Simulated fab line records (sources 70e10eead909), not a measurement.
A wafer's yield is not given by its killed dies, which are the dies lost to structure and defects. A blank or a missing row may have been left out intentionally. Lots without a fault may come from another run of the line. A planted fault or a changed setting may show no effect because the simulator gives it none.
fab line records / flow nand_harc
record: lots: 6 wafers: 18 last_day: 35
route steps=1302 shown A_ONON_D1@432 END@1302
lots that met no fault: taken from a fault-free run of the same line
start_h: the number of hours between the record's first day and the start of the first shown wafer of the lot / wait_h: how many hours have passed since the lot's step before this one / " the same as in the row above / L1.1+2: one row covering several wafers at once / - no value, or no start given / * or withheld: withheld / < > ~ a bound
route shown NAME@n: names a module that has steps shown in the file, with the first one's number in the route / usual: average and standard deviation across the fault-free wafers / same: alike in all rows / chamber/n: place in a boat / sites: per-site readings / _std_site: standard deviation of those values / _edge_site: mean of outer sites minus mean of inner sites / radius_mm: for every site, how far away it sits from the centre of the wafer / mask NAME#n: copy n / behind: tool/chamber where the wafer was last shaped / hold: why the lot was held/for how many hours/how that ended / device: the n, p or np transistor that did not switch / end of line: tests of these same wafers at the route's end / step lacking rows: just its recipe / killed: count of dies lost to structure and defects at first sort (not the wafer's yield) / map: per-die view of a wafer (x killed, . not killed, _ where there is no die)
set.NAME: the setting that was run; set.NAME@STEP: the one run at that earlier step / model.NAME: the simulator's own value behind a step, which no gauge read
lots at selected steps of the route; one table per step, one row per wafer
services: a tool's chamber out of use, with start hour (start_h, from the record's first day; less than 0 if before it), hours out, and reason
== steps ==
step: NHARC_A_ONON_D1_DEP_12
recipe: target_thk_a: 10000 n2_flow_sccm: 2750 n2o_flow_sccm: 2000 nh3_flow_sccm: 500 sih4_flow_sccm: 210 temp_c: 400
step: NHARC_A_ONON_D1_THK_MEAS_14
recipe: thk_meas_gauge: ellipsometry
usual: thk_nm: 1001/8.5
lot.wafer=L681.2 tool=film_metro-02 chamber=- start_h=232.43 wait_h=- thk_nm=999
lot.wafer=L681.3 tool=film_metro-02 chamber=- start_h=232.43 wait_h=- thk_nm=999
lot.wafer=L681.6 tool=film_metro-02 chamber=- start_h=232.43 wait_h=- thk_nm=999
lot.wafer=L685.1 tool=film_metro-02 chamber=- start_h=270.32 wait_h=- thk_nm=997
lot.wafer=L685.2 tool=film_metro-02 chamber=- start_h=270.32 wait_h=- thk_nm=1000
lot.wafer=L685.4 tool=film_metro-02 chamber=- start_h=270.32 wait_h=- thk_nm=999
lot.wafer=L690.1 tool=film_metro-01 chamber=- start_h=323.75 wait_h=- thk_nm=990
lot.wafer=L690.4 tool=film_metro-01 chamber=- start_h=323.75 wait_h=- thk_nm=990
lot.wafer=L690.5 tool=film_metro-01 chamber=- start_h=323.75 wait_h=- thk_nm=990
lot.wafer=L693.1 tool=film_metro-01 chamber=- start_h=352.04 wait_h=- thk_nm=1004
lot.wafer=L693.2 tool=film_metro-01 chamber=- start_h=352.04 wait_h=- thk_nm=1000
lot.wafer=L693.4 tool=film_metro-01 chamber=- start_h=352.04 wait_h=- thk_nm=1000
lot.wafer=L696.1 tool=film_metro-01 chamber=- start_h=378.33 wait_h=- thk_nm=991
lot.wafer=L696.4 tool=film_metro-01 chamber=- start_h=378.33 wait_h=- thk_nm=990
lot.wafer=L696.6 tool=film_metro-01 chamber=- start_h=378.33 wait_h=- thk_nm=988
lot.wafer=L697.1 tool=film_metro-01 chamber=- start_h=394.54 wait_h=- thk_nm=994
lot.wafer=L697.5 tool=film_metro-01 chamber=- start_h=394.54 wait_h=- thk_nm=998
lot.wafer=L697.6 tool=film_metro-01 chamber=- start_h=394.54 wait_h=- thk_nm=994
step: NHARC_A_ONON_D1_ANNEAL_15
recipe: temp_c: 750 time_s: 3600
step: NHARC_A_ONON_D1_DEP_16
recipe: target_thk_a: 10000 n2_flow_sccm: 2750 n2o_flow_sccm: 2000 nh3_flow_sccm: 500 sih4_flow_sccm: 210 temp_c: 400
step: NHARC_A_ONON_D1_THK_MEAS_18
recipe: thk_meas_gauge: ellipsometry
usual: thk_nm: 1003/12
lot.wafer=L681.2 tool=film_metro-01 chamber=- start_h=244.17 wait_h=- thk_nm=1011
lot.wafer=L681.3 tool=film_metro-01 chamber=- start_h=244.17 wait_h=- thk_nm=1014
lot.wafer=L681.6 tool=film_metro-01 chamber=- start_h=244.17 wait_h=- thk_nm=1013
lot.wafer=L685.1 tool=film_metro-01 chamber=- start_h=278.13 wait_h=- thk_nm=1013
lot.wafer=L685.2 tool=film_metro-01 chamber=- start_h=278.13 wait_h=- thk_nm=1013
lot.wafer=L685.4 tool=film_metro-01 chamber=- start_h=278.13 wait_h=- thk_nm=1015
lot.wafer=L690.1 tool=film_metro-02 chamber=- start_h=331.56 wait_h=- thk_nm=1010
lot.wafer=L690.4 tool=film_metro-02 chamber=- start_h=331.56 wait_h=- thk_nm=1008
lot.wafer=L690.5 tool=film_metro-02 chamber=- start_h=331.56 wait_h=- thk_nm=1008
lot.wafer=L693.1 tool=film_metro-01 chamber=- start_h=360.14 wait_h=- thk_nm=995
lot.wafer=L693.2 tool=film_metro-01 chamber=- start_h=360.14 wait_h=- thk_nm=994
lot.wafer=L693.4 tool=film_metro-01 chamber=- start_h=360.14 wait_h=- thk_nm=994
lot.wafer=L696.1 tool=film_metro-01 chamber=- start_h=386.13 wait_h=- thk_nm=1015
lot.wafer=L696.4 tool=film_metro-01 chamber=- start_h=386.13 wait_h=- thk_nm=1013
lot.wafer=L696.6 tool=film_metro-01 chamber=- start_h=386.13 wait_h=- thk_nm=1014
lot.wafer=L697.1 tool=film_metro-01 chamber=- start_h=402.94 wait_h=- thk_nm=993
lot.wafer=L697.5 tool=film_metro-01 chamber=- start_h=402.94 wait_h=- thk_nm=992
lot.wafer=L697.6 tool=film_metro-01 chamber=- start_h=402.94 wait_h=- thk_nm=990
step: NHARC_A_ONON_D1_DEP_19
recipe: target_thk_a: 10000 n2_flow_sccm: 2750 n2o_flow_sccm: 2000 nh3_flow_sccm: 500 sih4_flow_sccm: 210 temp_c: 400
step: NHARC_A_ONON_D1_THK_MEAS_21
recipe: thk_meas_gauge: ellipsometry
usual: thk_nm: 999/8.2
lot.wafer=L681.2 tool=film_metro-01 chamber=- start_h=244.73 wait_h=- thk_nm=1001
lot.wafer=L681.3 tool=film_metro-01 chamber=- start_h=244.73 wait_h=- thk_nm=1003
lot.wafer=L681.6 tool=film_metro-01 chamber=- start_h=244.73 wait_h=- thk_nm=1003
lot.wafer=L685.1 tool=film_metro-01 chamber=- start_h=278.69 wait_h=- thk_nm=995
lot.wafer=L685.2 tool=film_metro-01 chamber=- start_h=278.69 wait_h=- thk_nm=996
lot.wafer=L685.4 tool=film_metro-01 chamber=- start_h=278.69 wait_h=- thk_nm=996
lot.wafer=L690.1 tool=film_metro-01 chamber=- start_h=332.12 wait_h=- thk_nm=999
lot.wafer=L690.4 tool=film_metro-01 chamber=- start_h=332.12 wait_h=- thk_nm=1000
lot.wafer=L690.5 tool=film_metro-01 chamber=- start_h=332.12 wait_h=- thk_nm=997
lot.wafer=L693.1 tool=film_metro-01 chamber=- start_h=360.71 wait_h=- thk_nm=987
lot.wafer=L693.2 tool=film_metro-01 chamber=- start_h=360.71 wait_h=- thk_nm=985
lot.wafer=L693.4 tool=film_metro-01 chamber=- start_h=360.71 wait_h=- thk_nm=984
lot.wafer=L696.1 tool=film_metro-01 chamber=- start_h=386.70 wait_h=- thk_nm=999
lot.wafer=L696.4 tool=film_metro-01 chamber=- start_h=386.70 wait_h=- thk_nm=998
lot.wafer=L696.6 tool=film_metro-01 chamber=- start_h=386.70 wait_h=- thk_nm=1002
lot.wafer=L697.1 tool=film_metro-01 chamber=- start_h=403.51 wait_h=- thk_nm=1005
lot.wafer=L697.5 tool=film_metro-01 chamber=- start_h=403.51 wait_h=- thk_nm=1008
lot.wafer=L697.6 tool=film_metro-01 chamber=- start_h=403.51 wait_h=- thk_nm=1006
step: NHARC_A_ONON_D1_DEP_22
recipe: target_thk_a: 10000 n2_flow_sccm: 2750 n2o_flow_sccm: 2000 nh3_flow_sccm: 500 sih4_flow_sccm: 210 temp_c: 400
step: NHARC_A_ONON_D1_THK_MEAS_24
recipe: thk_meas_gauge: ellipsometry
usual: thk_nm: 1003/8.7
lot.wafer=L681.2 tool=film_metro-02 chamber=- start_h=245.30 wait_h=- thk_nm=1015
lot.wafer=L681.3 tool=film_metro-02 chamber=- start_h=245.30 wait_h=- thk_nm=1015
lot.wafer=L681.6 tool=film_metro-02 chamber=- start_h=245.30 wait_h=- thk_nm=1016
lot.wafer=L685.1 tool=film_metro-02 chamber=- start_h=279.26 wait_h=- thk_nm=997
lot.wafer=L685.2 tool=film_metro-02 chamber=- start_h=279.26 wait_h=- thk_nm=996
lot.wafer=L685.4 tool=film_metro-02 chamber=- start_h=279.26 wait_h=- thk_nm=999
lot.wafer=L690.1 tool=film_metro-02 chamber=- start_h=332.69 wait_h=- thk_nm=1002
lot.wafer=L690.4 tool=film_metro-02 chamber=- start_h=332.69 wait_h=- thk_nm=1002
lot.wafer=L690.5 tool=film_metro-02 chamber=- start_h=332.69 wait_h=- thk_nm=1002
lot.wafer=L693.1 tool=film_metro-02 chamber=- start_h=361.28 wait_h=- thk_nm=1010
lot.wafer=L693.2 tool=film_metro-02 chamber=- start_h=361.28 wait_h=- thk_nm=1012
lot.wafer=L693.4 tool=film_metro-02 chamber=- start_h=361.28 wait_h=- thk_nm=1010
lot.wafer=L696.1 tool=film_metro-01 chamber=- start_h=387.27 wait_h=- thk_nm=985
lot.wafer=L696.4 tool=film_metro-01 chamber=- start_h=387.27 wait_h=- thk_nm=985
lot.wafer=L696.6 tool=film_metro-01 chamber=- start_h=387.27 wait_h=- thk_nm=982
lot.wafer=L697.1 tool=film_metro-02 chamber=- start_h=404.08 wait_h=- thk_nm=1001
lot.wafer=L697.5 tool=film_metro-02 chamber=- start_h=404.08 wait_h=- thk_nm=1001
lot.wafer=L697.6 tool=film_metro-02 chamber=- start_h=404.08 wait_h=- thk_nm=1001
step: NHARC_A_ONON_D1_DEP_25
recipe: target_thk_a: 10000 n2_flow_sccm: 2750 n2o_flow_sccm: 2000 nh3_flow_sccm: 500 sih4_flow_sccm: 210 temp_c: 400
step: NHARC_A_ONON_D1_THK_MEAS_27
recipe: thk_meas_gauge: ellipsometry
usual: thk_nm: 997/9.7
lot.wafer=L681.2 tool=film_metro-01 chamber=- start_h=245.87 wait_h=- thk_nm=1017
lot.wafer=L681.3 tool=film_metro-01 chamber=- start_h=245.87 wait_h=- thk_nm=1019
lot.wafer=L681.6 tool=film_metro-01 chamber=- start_h=245.87 wait_h=- thk_nm=1016
lot.wafer=L685.1 tool=film_metro-02 chamber=- start_h=279.83 wait_h=- thk_nm=991
lot.wafer=L685.2 tool=film_metro-02 chamber=- start_h=279.83 wait_h=- thk_nm=992
lot.wafer=L685.4 tool=film_metro-02 chamber=- start_h=279.83 wait_h=- thk_nm=991
lot.wafer=L690.1 tool=film_metro-01 chamber=- start_h=333.26 wait_h=- thk_nm=1001
lot.wafer=L690.4 tool=film_metro-01 chamber=- start_h=333.26 wait_h=- thk_nm=1001
lot.wafer=L690.5 tool=film_metro-01 chamber=- start_h=333.26 wait_h=- thk_nm=1002
lot.wafer=L693.1 tool=film_metro-01 chamber=- start_h=361.85 wait_h=- thk_nm=999
lot.wafer=L693.2 tool=film_metro-01 chamber=- start_h=361.85 wait_h=- thk_nm=998
lot.wafer=L693.4 tool=film_metro-01 chamber=- start_h=361.85 wait_h=- thk_nm=999
lot.wafer=L696.1 tool=film_metro-01 chamber=- start_h=387.83 wait_h=- thk_nm=1006
lot.wafer=L696.4 tool=film_metro-01 chamber=- start_h=387.83 wait_h=- thk_nm=1004
lot.wafer=L696.6 tool=film_metro-01 chamber=- start_h=387.83 wait_h=- thk_nm=1003
lot.wafer=L697.1 tool=film_metro-02 chamber=- start_h=404.65 wait_h=- thk_nm=998
lot.wafer=L697.5 tool=film_metro-02 chamber=- start_h=404.65 wait_h=- thk_nm=997
lot.wafer=L697.6 tool=film_metro-02 chamber=- start_h=404.65 wait_h=- thk_nm=998
step: NHARC_A_ONON_D1_DEP_28
recipe: target_thk_a: 10000 n2_flow_sccm: 2750 n2o_flow_sccm: 2000 nh3_flow_sccm: 500 sih4_flow_sccm: 210 temp_c: 400
lot.wafer=L681.2+3+6 tool=pecvd_onon-04 chamber=0 start_h=245.98 wait_h=0.1
lot.wafer=L685.1+2+4 tool=pecvd_onon-02 chamber=0 start_h=279.89 wait_h=0.1
lot.wafer=L690.1+4+5 tool=pecvd_onon-02 chamber=0 start_h=333.31 wait_h=0.1
lot.wafer=L693.1+2+4 tool=pecvd_onon-02 chamber=0 start_h=361.90 wait_h=0.1
lot.wafer=L696.1+4+6 tool=pecvd_onon-03 chamber=0 start_h=387.88 wait_h=0.1
lot.wafer=L697.1+5+6 tool=pecvd_onon-04 chamber=0 start_h=404.71 wait_h=0.1
step: NHARC_A_ONON_D1_THK_MEAS_30
recipe: thk_meas_gauge: ellipsometry
usual: thk_nm: 1001/13
lot.wafer=L681.2 tool=film_metro-01 chamber=- start_h=246.44 wait_h=- thk_nm=976
lot.wafer=L681.3 tool=film_metro-01 chamber=- start_h=246.44 wait_h=- thk_nm=977
lot.wafer=L681.6 tool=film_metro-01 chamber=- start_h=246.44 wait_h=- thk_nm=978
lot.wafer=L685.1 tool=film_metro-02 chamber=- start_h=280.40 wait_h=- thk_nm=1022
lot.wafer=L685.2 tool=film_metro-02 chamber=- start_h=280.40 wait_h=- thk_nm=1019
lot.wafer=L685.4 tool=film_metro-02 chamber=- start_h=280.40 wait_h=- thk_nm=1021
lot.wafer=L690.1 tool=film_metro-01 chamber=- start_h=333.82 wait_h=- thk_nm=1493
lot.wafer=L690.4 tool=film_metro-01 chamber=- start_h=333.82 wait_h=- thk_nm=1491
lot.wafer=L690.5 tool=film_metro-01 chamber=- start_h=333.82 wait_h=- thk_nm=1491
lot.wafer=L693.1 tool=film_metro-02 chamber=- start_h=362.41 wait_h=- thk_nm=1494
lot.wafer=L693.2 tool=film_metro-02 chamber=- start_h=362.41 wait_h=- thk_nm=1494
lot.wafer=L693.4 tool=film_metro-02 chamber=- start_h=362.41 wait_h=- thk_nm=1494
lot.wafer=L696.1 tool=film_metro-02 chamber=- start_h=388.40 wait_h=- thk_nm=991
lot.wafer=L696.4 tool=film_metro-02 chamber=- start_h=388.40 wait_h=- thk_nm=992
lot.wafer=L696.6 tool=film_metro-02 chamber=- start_h=388.40 wait_h=- thk_nm=990
lot.wafer=L697.1 tool=film_metro-02 chamber=- start_h=405.21 wait_h=- thk_nm=1013
lot.wafer=L697.5 tool=film_metro-02 chamber=- start_h=405.21 wait_h=- thk_nm=1010
lot.wafer=L697.6 tool=film_metro-02 chamber=- start_h=405.21 wait_h=- thk_nm=1009
step: NHARC_A_ONON_D1_DEP_33
recipe: target_thk_a: 2000 temp_c: 400 pressure_torr: 6.5 rf_w: 900 teos_flow_sccm: 161.4 flow_sccm: 2650 target_thk_nm: 200 gas: O2 material: SiO2
usual: heater_power_w: 559/130 throttle_valve_pct: 15.7/0.47
lot.wafer=L681.2 tool=pecvd-03 chamber=2 start_h=246.50 wait_h=0.1 heater_power_w=334 throttle_valve_pct=16.3
lot.wafer=L681.3 tool=pecvd-03 chamber=0 start_h=246.50 wait_h=0.1 heater_power_w=455 throttle_valve_pct=15.0
lot.wafer=L681.6 tool=pecvd-03 chamber=1 start_h=246.50 wait_h=0.1 heater_power_w=487 throttle_valve_pct=16.6
lot.wafer=L685.2 tool=pecvd-03 chamber=2 start_h=280.46 wait_h=0.1 heater_power_w=342 throttle_valve_pct=16.0
lot.wafer=L685.1 tool=pecvd-03 chamber=1 start_h=280.46 wait_h=0.1 heater_power_w=459 throttle_valve_pct=16.3
lot.wafer=L685.4 tool=pecvd-03 chamber=1 start_h=280.46 wait_h=0.1 heater_power_w=468 throttle_valve_pct=16.3
lot.wafer=L690.1 tool=pecvd-02 chamber=0 start_h=333.88 wait_h=0.1 heater_power_w=702 throttle_valve_pct=15.1
lot.wafer=L690.4 tool=pecvd-02 chamber=0 start_h=333.88 wait_h=0.1 heater_power_w=730 throttle_valve_pct=15.4
lot.wafer=L690.5 tool=pecvd-02 chamber=2 start_h=333.88 wait_h=0.1 heater_power_w=702 throttle_valve_pct=15.6
lot.wafer=L693.1 tool=pecvd-02 chamber=2 start_h=362.47 wait_h=0.1 heater_power_w=595 throttle_valve_pct=15.9
lot.wafer=L693.2 tool=pecvd-02 chamber=0 start_h=362.47 wait_h=0.1 heater_power_w=744 throttle_valve_pct=15.3
lot.wafer=L693.4 tool=pecvd-02 chamber=0 start_h=362.47 wait_h=0.1 heater_power_w=765 throttle_valve_pct=15.0
lot.wafer=L696.1 tool=pecvd-02 chamber=0 start_h=388.46 wait_h=0.1 heater_power_w=776 throttle_valve_pct=14.8
lot.wafer=L696.4 tool=pecvd-02 chamber=1 start_h=388.46 wait_h=0.1 heater_power_w=630 throttle_valve_pct=15.8
lot.wafer=L696.6 tool=pecvd-02 chamber=2 start_h=388.46 wait_h=0.1 heater_power_w=701 throttle_valve_pct=15.9
lot.wafer=L697.1 tool=pecvd-02 chamber=0 start_h=405.34 wait_h=0.1 heater_power_w=745 throttle_valve_pct=15.3
lot.wafer=L697.6 tool=pecvd-02 chamber=2 start_h=405.34 wait_h=0.1 heater_power_w=624 throttle_valve_pct=15.9
lot.wafer=L697.5 tool=pecvd-02 chamber=0 start_h=405.34 wait_h=0.1 heater_power_w=768 throttle_valve_pct=15.1
step: NHARC_END_SORT_01
recipe: temp_c: 25
usual: killed_at_array: 62/22 killed_at_other: 1.0/1.4 killed_at_periphery: 4.2/2.8 killed_dies: 67/23 killed_open: 3.1/1.7 killed_short: 2.1/1.5
same: gross_dies: 677
lot.wafer=L690.1 tool=prober-02 chamber=0 start_h=717.66 wait_h=2.5 killed_at_array=665 killed_at_other=3 killed_at_periphery=9 killed_dies=677 killed_open=6 killed_short=1
lot.wafer=L690.4 tool=prober-02 chamber=0 start_h=720.03 wait_h=3.4 killed_at_array=667 killed_at_other=0 killed_at_periphery=10 killed_dies=677 killed_open=1 killed_short=2
lot.wafer=L690.5 tool=prober-02 chamber=0 start_h=720.81 wait_h=3.7 killed_at_array=666 killed_at_other=2 killed_at_periphery=9 killed_dies=677 killed_open=1 killed_short=2
lot.wafer=L693.1 tool=prober-02 chamber=0 start_h=773.93 wait_h=2.5 killed_at_array=673 killed_at_other=1 killed_at_periphery=3 killed_dies=677 killed_open=4 killed_short=4
lot.wafer=L693.2 tool=prober-02 chamber=0 start_h=774.72 wait_h=2.8 killed_at_array=666 killed_at_other=5 killed_at_periphery=6 killed_dies=677 killed_open=5 killed_short=4
lot.wafer=L693.4 tool=prober-02 chamber=0 start_h=776.30 wait_h=3.4 killed_at_array=669 killed_at_other=3 killed_at_periphery=5 killed_dies=677 killed_open=4 killed_short=2
killed by level:class
L690.1 A_ONON_D1:area_dep=617 A_CHANNEL_HOLE_D1:chamber_film_flake=28 P_CONTACT:chamber_film_flake=5 P_GATE:chamber_film_flake=4 A_CONTACT:chamber_film_flake=4 A_STAIRCASE:chamber_film_flake=3 A_SLIT:chamber_film_flake=3 THIN_TSV:chamber_film_flake=3
L690.4 A_ONON_D1:area_dep=620 A_CHANNEL_HOLE_D1:chamber_film_flake=32 A_CONTACT:chamber_film_flake=7 P_CONTACT:chamber_film_flake=6 P_GATE:chamber_film_flake=3 A_STAIRCASE:chamber_film_flake=2 P_CONTACT:geometric_particle:open=1 A_SGD_CUT:geometric_particle:short=1
L690.5 A_ONON_D1:area_dep=622 A_CHANNEL_HOLE_D1:chamber_film_flake=25 A_CONTACT:chamber_film_flake=10 P_GATE:chamber_film_flake=4 A_SLIT:chamber_film_flake=3 P_STI:chamber_film_flake=2 THIN_TSV:chamber_film_flake=2 P_CONTACT:chamber_film_flake=2
L693.1 A_ONON_D1:area_dep=621 A_CHANNEL_HOLE_D2:chamber_film_flake=19 A_CHANNEL_HOLE_D1:chamber_film_flake=12 A_SLIT:chamber_film_flake=8 A_ZERO_WELL:chamber_film_flake=2 A_CHANNEL_FILL_D1:chamber_film_flake=2 A_DECK1_JOINT:chamber_film_flake=2 P_CONTACT:geometric_particle:open=1
L693.2 A_ONON_D1:area_dep=619 A_CHANNEL_HOLE_D2:chamber_film_flake=15 A_CHANNEL_HOLE_D1:chamber_film_flake=11 THIN_TSV:chamber_film_flake=5 A_ZERO_WELL:chamber_film_flake=4 A_STAIRCASE:chamber_film_flake=3 A_SLIT:chamber_film_flake=3 P_STI:chamber_film_flake=2
L693.4 A_ONON_D1:area_dep=604 A_CHANNEL_HOLE_D2:chamber_film_flake=28 A_CHANNEL_HOLE_D1:chamber_film_flake=15 A_SLIT:chamber_film_flake=7 A_ZERO_WELL:chamber_film_flake=3 A_STAIRCASE:chamber_film_flake=3 A_M0:geometric_particle:open=2 P_GATE:chamber_film_flake=2
map L690.1 (x killed, . not)
____________x____________
_________xxxxxxx_________
_______xxxxxxxxxxx_______
______xxxxxxxxxxxxx______
_____xxxxxxxxxxxxxxx_____
____xxxxxxxxxxxxxxxxx____
____xxxxxxxxxxxxxxxxx____
___xxxxxxxxxxxxxxxxxxx___
___xxxxxxxxxxxxxxxxxxx___
__xxxxxxxxxxxxxxxxxxxxx__
__xxxxxxxxxxxxxxxxxxxxx__
_xxxxxxxxxxxxxxxxxxxxxxx_
_xxxxxxxxxxxxxxxxxxxxxxx_
_xxxxxxxxxxxxxxxxxxxxxxx_
_xxxxxxxxxxxxxxxxxxxxxxx_
_xxxxxxxxxxxxxxxxxxxxxxx_
xxxxxxxxxxxxxxxxxxxxxxxxx
xxxxxxxxxxxxxxxxxxxxxxxxx
xxxxxxxxxxxxxxxxxxxxxxxxx
xxxxxxxxxxxxxxxxxxxxxxxxx
xxxxxxxxxxxxxxxxxxxxxxxxx
_xxxxxxxxxxxxxxxxxxxxxxx_
_xxxxxxxxxxxxxxxxxxxxxxx_
_xxxxxxxxxxxxxxxxxxxxxxx_
_xxxxxxxxxxxxxxxxxxxxxxx_
_xxxxxxxxxxxxxxxxxxxxxxx_
__xxxxxxxxxxxxxxxxxxxxx__
__xxxxxxxxxxxxxxxxxxxxx__
___xxxxxxxxxxxxxxxxxxx___
___xxxxxxxxxxxxxxxxxxx___
____xxxxxxxxxxxxxxxxx____
____xxxxxxxxxxxxxxxxx____
_____xxxxxxxxxxxxxxx_____
______xxxxxxxxxxxxx______
_______xxxxxxxxxxx_______
_________xxxxxxx_________
____________x____________
map L693.1 (x killed, . not)
____________x____________
_________xxxxxxx_________
_______xxxxxxxxxxx_______
______xxxxxxxxxxxxx______
_____xxxxxxxxxxxxxxx_____
____xxxxxxxxxxxxxxxxx____
____xxxxxxxxxxxxxxxxx____
___xxxxxxxxxxxxxxxxxxx___
___xxxxxxxxxxxxxxxxxxx___
__xxxxxxxxxxxxxxxxxxxxx__
__xxxxxxxxxxxxxxxxxxxxx__
_xxxxxxxxxxxxxxxxxxxxxxx_
_xxxxxxxxxxxxxxxxxxxxxxx_
_xxxxxxxxxxxxxxxxxxxxxxx_
_xxxxxxxxxxxxxxxxxxxxxxx_
_xxxxxxxxxxxxxxxxxxxxxxx_
xxxxxxxxxxxxxxxxxxxxxxxxx
xxxxxxxxxxxxxxxxxxxxxxxxx
xxxxxxxxxxxxxxxxxxxxxxxxx
xxxxxxxxxxxxxxxxxxxxxxxxx
xxxxxxxxxxxxxxxxxxxxxxxxx
_xxxxxxxxxxxxxxxxxxxxxxx_
_xxxxxxxxxxxxxxxxxxxxxxx_
_xxxxxxxxxxxxxxxxxxxxxxx_
_xxxxxxxxxxxxxxxxxxxxxxx_
_xxxxxxxxxxxxxxxxxxxxxxx_
__xxxxxxxxxxxxxxxxxxxxx__
__xxxxxxxxxxxxxxxxxxxxx__
___xxxxxxxxxxxxxxxxxxx___
___xxxxxxxxxxxxxxxxxxx___
____xxxxxxxxxxxxxxxxx____
____xxxxxxxxxxxxxxxxx____
_____xxxxxxxxxxxxxxx_____
______xxxxxxxxxxxxx______
_______xxxxxxxxxxx_______
_________xxxxxxx_________
____________x____________
== services ==
tool=pecvd_onon-03 chamber=- start_h=227.00 hours=13.0 kind=pm
tool=pecvd-02 chamber=- start_h=227.35 hours=13.0 kind=pm
tool=pecvd-02 chamber=0 start_h=227.35 hours=13.0 kind=vent_cycle
tool=pecvd-02 chamber=1 start_h=227.35 hours=13.0 kind=vent_cycle
tool=pecvd-02 chamber=2 start_h=227.35 hours=13.0 kind=vent_cycle
tool=pecvd-02 chamber=0 start_h=240.35 hours=- kind=clean
tool=pecvd-02 chamber=1 start_h=240.35 hours=- kind=clean
tool=pecvd-02 chamber=2 start_h=240.35 hours=- kind=clean
tool=pecvd-03 chamber=- start_h=240.43 hours=0.8 kind=repair
tool=pecvd-03 chamber=- start_h=277.30 hours=0.9 kind=repair
tool=pecvd_onon-03 chamber=- start_h=306.54 hours=2.1 kind=repair
tool=pecvd_onon-02 chamber=- start_h=309.62 hours=2.4 kind=repair
tool=pecvd_onon-04 chamber=- start_h=311.39 hours=13.0 kind=pm
tool=pecvd-02 chamber=1 start_h=328.06 hours=10.2 kind=repair
tool=pecvd-03 chamber=1 start_h=361.79 hours=13.5 kind=repair
tool=pecvd-03 chamber=- start_h=366.43 hours=13.0 kind=pm
tool=pecvd-03 chamber=0 start_h=366.43 hours=13.0 kind=vent_cycle
tool=pecvd-03 chamber=2 start_h=366.43 hours=13.0 kind=vent_cycle
tool=pecvd_onon-02 chamber=- start_h=366.51 hours=13.0 kind=pm
tool=pecvd-03 chamber=0 start_h=379.43 hours=- kind=clean
tool=pecvd-03 chamber=1 start_h=379.43 hours=- kind=clean
tool=pecvd-03 chamber=2 start_h=379.43 hours=- kind=clean
tool=pecvd-02 chamber=1 start_h=395.68 hours=11.8 kind=repair
== key ==
first_sign: step: NHARC_A_ONON_D1_THK_MEAS_30 reading: thk_nm direction: up sigmas: 38 usual: 1001 struck: 1493
effect: step: NHARC_END_SORT_01 reading: killed_at_array direction: up sigmas: 27 usual: 62 struck: 668
more_kills_born_at: NHARC_A_ONON_D1_DEP_28@pecvd_onon-02: 3703
met_at NHARC_A_ONON_D1_DEP_28
struck_wafers L690.1,L690.4,L690.5,L693.1,L693.2,L693.4
later_rows_left_out L690.1,L690.4,L690.5,L693.1,L693.2,L693.4
tester_left_out L690,L693
onset_between 279.89 333.31
fault: kind: process_parameter_drift tool: pecvd_onon-02 chamber: 0 onset_h: 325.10 steps: NHARC_A_ONON_D1_DEP_28 channel: target_thk_a offset: * shape: step end_h: 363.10 acts_in: * stated: *
tester_left_out: of these lots the tester's yield and bins aren't shown, on N5 and GAA mostly nor the transistor test; their killed dies are dies lost to structure and defects alone, not to doping, threshold or leakage, so they don't give the yield
later_rows_left_out: the simulator's readings of these wafers behind a module that went badly wrong aren't trusted and aren't shown, but for the sort
